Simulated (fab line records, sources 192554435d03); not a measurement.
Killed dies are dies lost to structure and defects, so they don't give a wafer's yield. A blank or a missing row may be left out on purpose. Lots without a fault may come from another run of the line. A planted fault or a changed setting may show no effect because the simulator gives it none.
Split-lot experiment | flow n5_finfet | 7 lots, 21 wafers read, on a route of 1938 steps

THE SPLIT
At N5_PASSIVATION_PECVD_53 (deposits SiO2 from TEOS/O2, target thk 800 nm, time 169.4 s), the setting time_s was moved away from the recipe's 169.4 s on 6 of the 21 wafers read, by -12.0% to +7.0%. The other wafers ran this setting at the recipe's value.

The reading is taken at the split's own step.

THE READING
SiO2_of_PASSIVATION_PECVD_53.thk_nm (the simulator's own value, which no gauge read), in nm, at N5_PASSIVATION_PECVD_53 (deposits SiO2 from TEOS/O2, target thk 800 nm, time 169.4 s). The file gives no usual value for it. The 15 wafers here that ran the recipe average 797.3 nm, standard deviation 12 nm.

wafer  | tool, chamber at the split | time_s as run, s | against the recipe | SiO2_of_PASSIVATION_PECVD_53.thk_nm, nm | against lot-mates on the recipe
L074.2 | pecvd-03, 0                | 169.4            | recipe             | 786.8                                   | -
L074.4 | pecvd-03, 2                | 169.4            | recipe             | 799.8                                   | -
L074.6 | pecvd-03, 1                | 169.4            | recipe             | 809.8                                   | -
L075.2 | pecvd-01, 1                | 169.4            | recipe             | 803.4                                   | -
L075.5 | pecvd-01, 0                | 153.6            | -9.3%              | 746.6                                   | -60.2
L075.6 | pecvd-01, 2                | 169.4            | recipe             | 810.2                                   | -
L080.1 | pecvd-01, 0                | 169.4            | recipe             | 787                                     | -
L080.4 | pecvd-01, 2                | 149.1            | -12.0%             | 689                                     | -98.0
L080.5 | pecvd-01, 0                | 149.1            | -12.0%             | 712.8                                   | -74.2
L086.2 | pecvd-03, 0                | 181.2            | +7.0%              | 855.6                                   | +47.1
L086.4 | pecvd-03, 1                | 169.4            | recipe             | 810.2                                   | -
L086.5 | pecvd-03, 2                | 169.4            | recipe             | 806.8                                   | -
L087.1 | pecvd-01, 2                | 169.4            | recipe             | 774.4                                   | -
L087.2 | pecvd-01, 1                | 169.4            | recipe             | 783.2                                   | -
L087.6 | pecvd-01, 0                | 169.4            | recipe             | 804.2                                   | -
L095.1 | pecvd-01, 1                | 169.4            | recipe             | 783.6                                   | -
L095.2 | pecvd-01, 2                | 169.4            | recipe             | 797.8                                   | -
L095.4 | pecvd-01, 0                | 169.4            | recipe             | 815.2                                   | -
L096.1 | pecvd-01, 0                | 169.4            | recipe             | 787.2                                   | -
L096.2 | pecvd-01, 2                | 153.5            | -9.4%              | 708.2                                   | -79.0
L096.4 | pecvd-01, 2                | 153.5            | -9.4%              | 731.4                                   | -55.8

THE FIT
A straight line over all 21 wafers: SiO2_of_PASSIVATION_PECVD_53.thk_nm changes by +7.8 nm for each +1% of time_s; r = +0.95; the points scatter about the line by 13 nm.
The same after taking each lot's own level away (the mean of its wafers on the recipe; 21 wafers): +7.03 nm for each +1%; r = +0.96; scatter 9.9 nm.
On that fit, the largest move of time_s shifts the reading by 84 nm.
The lots' own levels span 787.00 to 808.50 nm, that is 1.8 times the standard deviation above.
So the lot-to-lot level changes the slope: the two fits differ.
Check: with one of the wafers moved furthest among these (-12.0%) left out of the fit, the line predicts -80.1 nm for it against its lot-mates. It came out at -98 nm against them.

OTHER SPLITS ON THESE WAFERS
These wafers also went through other splits before the reading. Each is held against what the fit with the lots' levels taken away leaves over:
other split on the same wafers    | wafers away from the commonest value | r with SiO2_of_PASSIVATION_PECVD_53.thk_nm (lot level and that fit taken away)
N5_BEOL_M13_COAT_22 spin_rpm      | 4                                    | -0.08
N5_BEOL_M15_ILD_DEP_00 time_s     | 7                                    | +0.10
N5_BEOL_M15_COAT_04 spin_rpm      | 4                                    | +0.16
N5_PASSIVATION_VIA_ETCH_13 bias_w | 4                                    | -0.10
N5_PASSIVATION_ETCH_59 time_s     | 11                                   | -0.26

THE FILE'S OWN FIT
SiO2_of_PASSIVATION_PECVD_53.thk_nm changes by +6.95 nm for each +1% of time_s, r = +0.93.
